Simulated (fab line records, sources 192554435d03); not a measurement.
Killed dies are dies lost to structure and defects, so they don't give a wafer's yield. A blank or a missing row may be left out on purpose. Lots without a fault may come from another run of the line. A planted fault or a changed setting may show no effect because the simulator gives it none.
Which tool did it? | flow n5_finfet | 10 lots, 30 wafers sampled, at 4 steps of a route of 1938

WHAT THE GAUGES READ, wafer by wafer
N5_BEOL_M4_RC_MEAS_101. Usual: DIBL_N 35.8 mV/V, standard deviation 1.6; DIBL_P 36.0 mV/V, standard deviation 2.1; IOFF_N 0.153 nA/um, standard deviation 0.026; IOFF_P 0.21 nA/um, standard deviation 0.037; ION_N 673 uA/um, standard deviation 11; ION_P 462 uA/um, standard deviation 7.6; SS_N 71.4 mV/dec, standard deviation 0.53; SS_P 73.2 mV/dec, standard deviation 0.67; VT_N 250 mV, standard deviation 3.2; VT_P -250 mV, standard deviation 3.7.
lot  | measured     | on        | DIBL_N (mV/V)  | DIBL_P (mV/V)  | IOFF_N (nA/um)    | IOFF_P (nA/um) | ION_N (uA/um) | ION_P (uA/um) | SS_N (mV/dec)  | SS_P (mV/dec)  | VT_N (mV)   | VT_P (mV)      | flag
L917 | day 8 09:25  | prober-02 | 35.3 37.4 35.5 | 36.1 37.9 35.7 | 0.139 0.165 0.137 | 0.18 0.20 0.18 | 670 675 673   | 453 460 456   | 71.1 71.7 71.6 | 73.2 73.4 72.4 | 252 250 253 | -255 -250 -252 |
L918 | day 8 23:57  | prober-01 | 36.7 37.7 35.7 | 38.9 40.2 37.7 | 0.176 0.201 0.146 | 0.28 0.32 0.26 | 693 682 673   | 472 477 470   | 71.4 72.1 71.0 | 74.1 74.1 73.2 | 250 246 252 | -243 -240 -244 |
L919 | day 9 00:32  | prober-02 | 39.5 36.4      | 39.5 35.9      | 0.193 0.144       | 0.27 0.20      | 685 678       | 473 464       | 72.2 70.8      | 74.4 73.0      | 250 251     | -249 -253      |
L921 | day 9 06:33  | prober-02 | 34.5 33.6 33.7 | 35.5 34.5 34.1 | 0.142 0.126 0.124 | 0.20 0.17 0.17 | 675 665 670   | 468 452 447   | 71.3 71.1 71.2 | 72.8 72.9 72.5 | 251 250 252 | -250 -254 -252 |
L922 | day 9 15:37  | prober-02 | 37.0 35.2 35.6 | 38.7 35.6 36.5 | 0.192 0.153 0.159 | 0.25 0.20 0.21 | 690 680 670   | 467 464 463   | 71.4 71.2 71.8 | 73.6 73.2 72.8 | 248 250 252 | -247 -253 -250 |
L929 | day 11 11:49 | prober-01 | 34.2 34.2 35.0 | 35.2 34.9 35.9 | 0.139 0.136 0.168 | 0.20 0.21 0.23 | 672 676 678   | 467 472 466   | 71.2 71.8 71.3 | 72.5 72.8 73.4 | 252 253 247 | -251 -248 -249 |
L933 | day 12 11:53 | prober-01 | 35.1 35.1 37.1 | 36.0 35.8 38.2 | 0.145 0.148 0.178 | 0.19 0.19 0.22 | 665 671 678   | 459 458 460   | 70.7 71.4 72.4 | 73.7 72.8 74.1 | 251 249 249 | -252 -250 -252 |
L936 | day 12 21:25 | prober-02 | 33.9 35.2 35.8 | 35.1 36.3 37.1 | 0.134 0.168 0.181 | 0.19 0.23 0.23 | 659 673 680   | 463 466 460   | 70.9 71.8 72.2 | 73.0 73.2 73.5 | 254 248 249 | -250 -246 -246 |
L937 | day 13 14:24 | prober-02 | 37.5 38.3 38.3 | 38.2 39.0 38.8 | 0.156 0.157 0.167 | 0.21 0.24 0.22 | 668 672 674   | 458 469 458   | 71.6 71.8 71.5 | 73.6 74.3 73.8 | 251 252 248 | -251 -250 -249 |
L939 | day 13 18:08 | prober-01 | 38.3 34.6 35.0 | 36.3 32.5 33.8 | 0.182 0.124 0.136 | 0.21 0.17 0.18 | 675 668 665   | 454 456 461   | 71.5 71.3 71.1 | 73.9 72.6 73.1 | 248 254 249 | -251 -253 -253 |

N5_BEOL_M15_INSPECT_55: inspects for defects (darkfield). Usual: raw_defect_count 69, standard deviation 20.
lot  | measured     | on                | raw_defect_count | flag
L917 | day 11 22:57 | defect_inspect-02 | 51 70 64         |
L918 | day 12 19:16 | defect_inspect-01 | 68 55 62         |
L919 | day 12 22:47 | defect_inspect-02 | 73 104           |
L921 | day 13 10:18 | defect_inspect-02 | 49 82 48         |
L922 | day 13 11:13 | defect_inspect-01 | 92 84 66         |
L929 | day 14 22:38 | defect_inspect-02 | 52 58 110        |
L933 | day 16 16:38 | defect_inspect-01 | 67 50 52         |
L936 | day 16 19:54 | defect_inspect-02 | 40 36 44         |
L937 | day 16 23:08 | defect_inspect-02 | 105 90 110       |
L939 | day 17 10:05 | defect_inspect-02 | 59 36 74         |

N5_MIM_BOT_LITHO_CD_MEAS_08: target cd 3000 nm. Usual: cd_nm 2999.4 nm, standard deviation 1.9.
lot  | measured     | on        | cd_nm (nm)           | flag
L917 | day 12 02:51 | cd_sem-02 | 3000.9 3002.3 2999.5 |
L918 | day 13 01:18 | cd_sem-02 | 2996.2 2995.3 3000.3 |
L919 | day 13 04:46 | cd_sem-03 | 2996.7 2998.1        |
L921 | day 13 15:23 | cd_sem-02 | 2998.4 2997.7 2999.8 |
L922 | day 13 16:29 | cd_sem-03 | 2999.2 3002.7 3001.8 |
L929 | day 15 04:46 | cd_sem-03 | 2994.8 2999.9 2998.5 |
L933 | day 16 19:44 | cd_sem-02 | 3000.4 3001.9 3002.0 |
L936 | day 17 01:38 | cd_sem-02 | 3000.2 3000.4 3000.9 |
L937 | day 17 03:05 | cd_sem-03 | 2996.5 3001.2 2998.6 |
L939 | day 17 15:44 | cd_sem-01 | 3000.1 2998.4 2999.0 |

WHICH TOOL RAN EACH LOT (tool, then ch and the chambers of the sampled wafers, then the start)
lot  | N5_BEOL_M1_EXPOSE_08
L917 | euv_scanner-01 ch 0, day 6 15:30
L918 | euv_scanner-01 ch 0, day 6 21:43
L919 | euv_scanner-01 ch 0, day 6 21:51
L921 | euv_scanner-02 ch 0, day 7 08:35
L922 | euv_scanner-01 ch 0, day 7 21:25
L929 | euv_scanner-02 ch 0, day 9 15:27
L933 | euv_scanner-01 ch 0, day 10 08:10
L936 | euv_scanner-01 ch 0, day 11 00:17
L937 | euv_scanner-01 ch 0, day 11 07:28
L939 | euv_scanner-01 ch 0, day 11 22:36
- N5_BEOL_M1_EXPOSE_08: exposes mask M1.

WHAT THE TOOLS THEMSELVES READ (means of the sampled wafers that have a number; where no wafer has one, the mark that the record gives instead)
The record holds no such reading with a usual standard deviation.

THE ANSWER, worked out from the rows above alone
Rule: a lot is off if the mean of its wafers that have a number lies more than 3 standard deviations from the usual mean. A lot without any number at a reading at which 4 lots or more have one is off too. The other lots that the step has rows for count as sound. The gauges are gone through in route order, then the tools' own readings, and for those a lot's mean is taken as printed above. The first step at which some lot is off is used, and at that step the reading that is off furthest; a lot without a number counts as furthest.
No lot is off at any reading shown: from this, nothing can be told.

WHAT THE SIMULATOR HAD PUT IN
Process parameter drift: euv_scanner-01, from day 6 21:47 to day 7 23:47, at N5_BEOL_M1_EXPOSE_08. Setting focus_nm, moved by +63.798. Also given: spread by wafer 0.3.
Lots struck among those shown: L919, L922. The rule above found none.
